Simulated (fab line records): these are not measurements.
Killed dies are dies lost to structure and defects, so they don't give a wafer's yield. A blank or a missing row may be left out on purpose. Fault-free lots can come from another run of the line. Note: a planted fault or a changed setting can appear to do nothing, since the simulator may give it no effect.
Struck lot and sound lot, side by side	flow nandHarc	37 out of 1302 route steps
Sound: these wafers, L515.2, L515.4, L515.5. Wafers L503.1, L503.3, L503.6 were the ones struck. The cause comes at the end.
Order at every step that has rows: each side's tool, ch and its chambers, its first start. Under that, the readings that differ: sound wafers	struck wafers	difference of the means	sigmas: that difference in standard deviations of wafers without a fault.
alike: readings whose means differ by less than 2 such deviations, and words and numbers that are the same on both sides. not compared: withheld readings, readings that some wafer has no value for, bounds like >300 that may hide the same value, and numbers for which the record gives no deviation and whose values overlap.
The two part at a step that has a row with sigmas, a row that says differs or no value, or rows on one side only. Non-overlapping numbers with no deviation appear without sigmas and do not part them. Lack of a reading on every wafer of one side parts them only where that side has two or more wafers.

first, 10 steps without rows for these wafers: NHARC_A_CHANNEL_HOLE_D1_DEP_00 (deposits aC, target thk 3100 nm); NHARC_A_CHANNEL_HOLE_D1_DEP_01 (deposits SiON, target thk 140 nm); NHARC_A_CHANNEL_HOLE_D1_DEHYDRATE_02 (time 120 s); NHARC_A_CHANNEL_HOLE_D1_HMDS_03 (time 30 s); NHARC_A_CHANNEL_HOLE_D1_COAT_36 (time 75 s); NHARC_A_CHANNEL_HOLE_D1_COAT_37 (time 65 s); NHARC_A_CHANNEL_HOLE_D1_COAT_04 (resist thk 90 nm); NHARC_A_CHANNEL_HOLE_D1_SOFTBAKE_05 (time 55 s); NHARC_A_CHANNEL_HOLE_D1_EBR_06; NHARC_A_CHANNEL_HOLE_D1_EXPOSE_07 (exposes mask HOLE D1, target cd 100 nm).
NHARC_A_CHANNEL_HOLE_D1_PEB_08: peb time 65 s.
  sound on lithoTrack-06 ch 0, day 16 16:59; struck on lithoTrack-04 ch 0, day 11 22:38
reading	sound	struck	difference	sigmas
heaterPowerTotalW (W)	157.1 157.0 157.1	153.5 153.4 154.1	-3.4	-8
plateTempC (C)	99.80 99.87 100.14	98.68 98.76 98.72	-1.22	-9
then, 1 step without rows for these wafers: NHARC_A_CHANNEL_HOLE_D1_DEVELOP_09 (develop time 35 s).
NHARC_A_CHANNEL_HOLE_D1_CD_MEAS_10: target cd 100 nm.
  sound on cdSem-01 ch 0, day 16 17:05; struck on cdSem-02 ch 0, day 11 22:43
reading	sound	struck	difference	sigmas
cdNm (nm)	99.8 99.7 100.3	95.0 95.4 94.7	-4.9	-10
NHARC_A_CHANNEL_HOLE_D1_DESCUM_15: chemistry O2, time 3 s.
  sound on rieDiel-08 ch 0,2, day 16 17:16; struck on rieDiel-09 ch 0,2,3, day 11 22:55
reading	sound	struck	difference	sigmas
model.A_CHANNEL_HOLE_D1.cdNm (nm)	99.6 100 100.1	95.19 95.41 95.03	-4.69	
  alike: chamberPressureMTorr, drypumpMotorCurrentA, oesProductAu, rfVppV, showerheadPlenumPTorr, throttleValvePct
  not compared: rfHoursCounterH
then, 16 steps without rows for these wafers: NHARC_A_CHANNEL_HOLE_D1_ETCH_38 (etches the open film in CF4, target depth 39 nm, time 65 s); NHARC_A_CHANNEL_HOLE_D1_ETCH_39 (etches the open film in N2/H2, target depth 260 nm, time 325 s); NHARC_A_CHANNEL_HOLE_D1_ETCH_34 (etches the open film in CF4/CHF3, target depth 154 nm, time 77 s); NHARC_A_CHANNEL_HOLE_D1_ETCH_16 (etches the open film in O2/COS, target depth 3100 nm, time 806 s); NHARC_A_CHANNEL_HOLE_D1_ETCH_19 (etches the open film in C4F8/O2/Ar, time 34.5 s); NHARC_A_CHANNEL_HOLE_D1_ETCH_20 (etches the open film in C4F8/O2/Ar, time 361.9 s, target depth 1600 nm); NHARC_A_CHANNEL_HOLE_D1_ETCH_21 (etches the open film in C4F8/O2/Ar, time 514.3 s, target depth 1600 nm); NHARC_A_CHANNEL_HOLE_D1_ETCH_22 (etches the open film in C4F8/O2/Ar, time 666.7 s, target depth 1600 nm); NHARC_A_CHANNEL_HOLE_D1_ETCH_23 (etches the open film in C4F8/O2/Ar, time 819 s, target depth 1600 nm); NHARC_A_CHANNEL_HOLE_D1_ETCH_24 (etches the open film in C4F8/O2/Ar, time 906.2 s, target depth 1500 nm); NHARC_A_CHANNEL_HOLE_D1_ETCH_25 (etches the open film in C4F8/O2/Ar, time 1040.2 s, target depth 1500 nm); NHARC_A_CHANNEL_HOLE_D1_ETCH_26 (etches the open film in C4F8/O2/Ar, time 224.1 s, target depth 300 nm); NHARC_A_CHANNEL_HOLE_D1_ETCH_33 (etches the open film in C4F8/O2/Ar, time 90 s, target depth 400 nm); NHARC_A_CHANNEL_HOLE_D1_STRIP_41 (strips in N2/H2); NHARC_A_CHANNEL_HOLE_D1_STRIP_42 (strips in CF4/CHF3); NHARC_A_CHANNEL_HOLE_D1_STRIP_43 (strips in O2/COS).
NHARC_A_CHANNEL_HOLE_D1_ETCH_44: etches the open film in CF4/O2, target depth 140 nm, overetch 14 nm, time 77 s.
  sound on rieDiel-03 ch 0,1,3, day 16 23:15; struck on rieDiel-08 ch 0,1,2, day 12 04:49
reading	sound	struck	difference	sigmas
model.A_CHANNEL_HOLE_D1.cdNm (nm)	89.83 90.59 89.35	85.94 84.38 85.59	-4.62	
  alike: chamberPressureMTorr, drypumpMotorCurrentA, oes_ar_750_au, oesProductAu, rfVppV, showerheadPlenumPTorr, throttleValvePct
  not compared: rfHoursCounterH
then, 3 steps without rows for these wafers: NHARC_A_CHANNEL_HOLE_D1_STRIP_27 (strips in O2); NHARC_A_CHANNEL_HOLE_D1_PRECLEAN_28 (cleans in SC1); NHARC_A_CHANNEL_HOLE_D1_SRD_29.
NHARC_A_CHANNEL_HOLE_D1_CD_MEAS_30:
  sound: cdSem-01 at day 17 00:03; struck: cdSem-03 at day 12 05:37
reading	sound	struck	difference	sigmas
cdNm (nm)	89.7 90.6 89.3	85.2 84.9 86.4	-4.4	-3
following that, these wafers have no rows for 1 step: NHARC_A_CHANNEL_HOLE_D1_XSEM_31.
-- the record jumps here: 16 days lie between the struck wafers' starts before and after (it left off in module A_CHANNEL_HOLE_D1 and takes up again in module END, whose first step shown is number 1302 of the route) --
NHARC_END_SORT_01:
  sound on prober-02 ch 0, day 33 03:22; struck on prober-02 ch 0, day 28 04:09
reading	sound	struck	difference	sigmas
killedDies	60 55 56	109 107 75	+40	+2
killedOpen	5 7 6	1 1 1	-5	-3
  alike: killedAtArray, killedAtOther, killedAtPeriphery, killedShort

== WHERE THEY PART ==
Earliest at NHARC_A_CHANNEL_HOLE_D1_PEB_08; latest, in this record, at NHARC_END_SORT_01.

WHY: what had been put in by the simulator
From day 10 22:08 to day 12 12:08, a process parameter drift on lithoTrack-04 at NHARC_A_CHANNEL_HOLE_D1_PEB_08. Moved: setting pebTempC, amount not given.
